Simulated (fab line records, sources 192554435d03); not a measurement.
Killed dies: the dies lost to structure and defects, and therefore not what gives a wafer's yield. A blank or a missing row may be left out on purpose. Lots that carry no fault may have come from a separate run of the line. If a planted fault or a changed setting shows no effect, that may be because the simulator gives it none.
8D (eight disciplines) problem report, filled in by code || flow n5 finfet || the parts of the form that need people (team, actions taken, sign-off) are left out

## 1. WHAT WENT WRONG
At N5_BEOL_M3_COAT_76, spin speed rpm averages 1605.3 rpm over 6 wafers from 2 lots, while fault-free wafers read 1500.0 rpm, standard deviation 0.98. That is +99 or more standard deviations from the usual mean.
The step: time 60 s, resist thk 5 nm.
Seen first at day 8 13:32 on litho track-02, wafer L814.1. At this step, 30 wafers from 10 lots have a number in the record. The rule behind "out" and "out of limits": a value lying over 4 standard deviations away from the usual mean. Any other wafer with a number is counted as sound.

## 2. WHAT IT IS, WHAT IT ISN'T
{"question": "which readings at this step", "is": "spin speed rpm", "is not": "-"}
{"question": "which lots", "is": "L814, L816", "is not": "L810, L811, L823, L825, L827, L828, L831, L832"}
{"question": "which wafers of those lots", "is": "all that have a number", "is not": "-"}
{"question": "read on which tools", "is": "litho track-02", "is not": "litho track-01, litho track-05"}
{"question": "when", "is": "from day 8 13:32", "is not": "up to then (6 sound wafers); but 18 sound wafers of L823, L825, L827, L828, L831, L832 came after"}

## 3. SUSPECTS, AND WHAT RULES EACH OUT
Counting: a tool at a process step up to the reading stays a suspect if it ran every lot that is out and no sound lot after the first of them.
- litho track-02 at N5_BEOL_M3_COAT_76 (time 60 s, resist thk 5 nm): ruled out as a lasting fault. Sound lots L827, L828, L831 ran on it after its first lot that is out, L814 (day 8 13:32).
Left after counting: nothing in the record.

## 4. THE CAUSE (what the simulator had put in)
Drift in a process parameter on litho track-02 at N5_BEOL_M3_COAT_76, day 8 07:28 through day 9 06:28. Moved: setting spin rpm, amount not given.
Counting ruled it out, wrongly.

## 5. THE EFFECT CHAIN, in route order
Each row: a reading where the mean over the struck wafers with a number is more than 3 standard deviations away from the usual. Scope: only readings with a usual standard deviation given in the record; hours: median across lots of the time from each lot's start at the first step in this table that gives one to its start at this step; sigmas: change in usual standard deviations.
{"hours": 0, "step": "N5_BEOL_M3_COAT_76", "reading": "spin speed rpm", "usual": "1500.0 rpm", "on struck wafers": 1605.3, "change": "+105.3", "sigmas": "+99 or more"}
Process steps it contains:
- N5_BEOL_M3_COAT_76: time 60 s, resist thk 5 nm.
Later steps that measure or inspect, where all struck wafers having a row at the step show a number for every such reading and not one has moved that far: N5_BEOL_M3_INSPECT_30, N5_BEOL_M4_RC_MEAS_101.

## 6. WHAT WOULD HAVE CAUGHT IT SOONER
In this record the first reading out of limits was taken at day 8 13:32, 6 hours after the fault began at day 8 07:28.
